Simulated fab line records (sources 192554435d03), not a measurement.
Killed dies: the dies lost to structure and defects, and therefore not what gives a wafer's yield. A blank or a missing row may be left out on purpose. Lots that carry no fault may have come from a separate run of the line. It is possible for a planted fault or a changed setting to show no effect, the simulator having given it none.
Problem report in the 8D (eight disciplines) form, filled by code :: flow n5 finfet :: the parts of the form that need people (team, actions taken, sign-off) are left out

## 1. WHAT IS WRONG
IOFF_N_LONG at N5_BEOL_M4_RC_MEAS_101 reads a mean of 9.72e-04 nA/um on 4 wafers of 2 lots; wafers without a fault read 5.48e-05 nA/um with a standard deviation of 2.4e-06. So: +99 or more standard deviations from the usual mean.
Seen first at day 12 15:44 on prober-02, wafer L189.2. The record holds 25 wafers of 9 lots with a number at this step. The rule behind "out" and "out of limits": a value lying over 4 standard deviations away from the usual mean. The other wafers with a number count as sound.

## 2. WHAT IT IS, WHAT IT ISN'T
question: which readings at this step
is: IOFF_N_LONG, IOFF_N, IOFF_N_85C, IOFF_N_LIN, VT_N, VT_N_LONG
is not: DIBL_N, DIBL_P, IOFF_P, ION_P, SS_N, SS_P, VT_P

question: which lots
is: L189, L192
is not: L175, L176, L181, L182, L195, L196, L197

question: which wafers of those lots
is: all that have a number
is not: -

question: read on which gauges
is: prober-02
is not: prober-01

question: when
is: from day 12 15:44
is not: up to then (12 sound wafers); but 9 sound wafers of L195, L196, L197 came after

## 3. SUSPECTS, AND WHAT RULES EACH OUT
Counting: a tool at a process step up to the reading stays a suspect if it ran every lot that is out and no sound lot after the first of them.
- the gauge at N5_BEOL_M4_RC_MEAS_101 is ruled out. All the wafers that are out were read on prober-02, but those of them that N5_HKMG_FIN_ETCH_58 has rows for are out there too, on other tools.
- ald hk-03 at N5_HKMG_FIN_HK_ALD_01 (deposits HfO2, target thk 1.6 nm, pulse time 3 s, purge time 3 s): ruled out as a lasting fault. The sound lots L195, L197 went through it after L189, its earliest lot that is out (day 7 15:24).
- rie diel-05 at N5_HKMG_FIN_ETCH_58 (etches SOC in N2/H2, target depth 215.8 nm, time 741 s): kept. Every lot that is out went through it, starting with L189 (day 7 16:45), and after that it ran no sound lot; the last sound lot it ran before then is L182 (day 5 19:11). Its own run length s readings are out on those wafers.
- plasma asher-02 at N5_HKMG_FIN_STRIP_60 (strips in N2/H2, time 360 s): ruled out as a lasting fault. The sound lots L195, L196, L197 went through it after L189, its earliest lot that is out (day 7 17:20).
Left after counting: rie diel-05 at N5_HKMG_FIN_ETCH_58.

## 4. THE CAUSE (what the simulator had put in)
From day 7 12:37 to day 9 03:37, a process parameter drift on rie diel-05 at N5_HKMG_FIN_ETCH_58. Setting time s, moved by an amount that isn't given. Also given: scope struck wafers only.
This tool alone remained once counting was done.

## 5. THE CHAIN OF EFFECTS, in route order
Rows list readings where the struck wafers' mean (over those with a number) sits beyond 3 standard deviations from the usual. Scope: only readings with a usual standard deviation given in the record; hours: median across lots of the time from each lot's start at the first step in this table that gives one to its start at this step; sigmas: change in usual standard deviations.
hours: 0
step: N5_HKMG_FIN_ETCH_58
reading: run length s
usual: 764.4 s
on struck wafers: 611.9
change: -152.5
sigmas: -99 or more

hours: 117
step: N5_BEOL_M4_RC_MEAS_101
reading: IOFF_N
usual: 0.16 nA/um
on struck wafers: 3.48
change: +3.32
sigmas: +95

hours: 117
step: N5_BEOL_M4_RC_MEAS_101
reading: IOFF_N_85C
usual: 3.2 nA/um
on struck wafers: 40.7
change: +37.5
sigmas: +66

hours: 117
step: N5_BEOL_M4_RC_MEAS_101
reading: IOFF_N_LIN
usual: 0.074 nA/um
on struck wafers: 1.559
change: +1.485
sigmas: +99 or more

hours: 117
step: N5_BEOL_M4_RC_MEAS_101
reading: IOFF_N_LONG
usual: 5.48e-05 nA/um
on struck wafers: 9.72e-04
change: +9.17e-04
sigmas: +99 or more

hours: 117
step: N5_BEOL_M4_RC_MEAS_101
reading: VT_N
usual: 250 mV
on struck wafers: 163
change: -87
sigmas: -25

hours: 117
step: N5_BEOL_M4_RC_MEAS_101
reading: VT_N_LONG
usual: 275.1 mV
on struck wafers: 188.5
change: -86.6
sigmas: -41

hours: 239
step: N5_PASSIVATION_PROBE_49
reading: sort_bin_4_leakage
usual: 0.00 %
on struck wafers: 92.08
change: +92.08
sigmas: +99 or more

hours: 239
step: N5_PASSIVATION_PROBE_49
reading: sort n pass
usual: 1080
on struck wafers: 0
change: -1080
sigmas: -64

hours: 239
step: N5_PASSIVATION_PROBE_49
reading: sort yield pct
usual: 91.6 %
on struck wafers: 0.0
change: -91.6
sigmas: -65
The process steps in it:
- N5_HKMG_FIN_ETCH_58: etches SOC in N2/H2, target depth 215.8 nm, time 741 s.
- N5_PASSIVATION_PROBE_49

## 6. WHAT WOULD HAVE CAUGHT IT SOONER
In this record the first reading out of limits at a measuring or inspecting step was taken at day 12 15:44, 123 hours after the fault began at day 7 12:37.
Tool's own readings at N5_HKMG_FIN_ETCH_58, run length s: out on all struck wafers the step has rows for; an alarm limit on them would have tripped on the first.
The start of N5_HKMG_FIN_ETCH_58 on rie diel-05 came by day 12 15:44 for every one of the lots that are out (2). Holding the tool at that point would not have protected any of them.
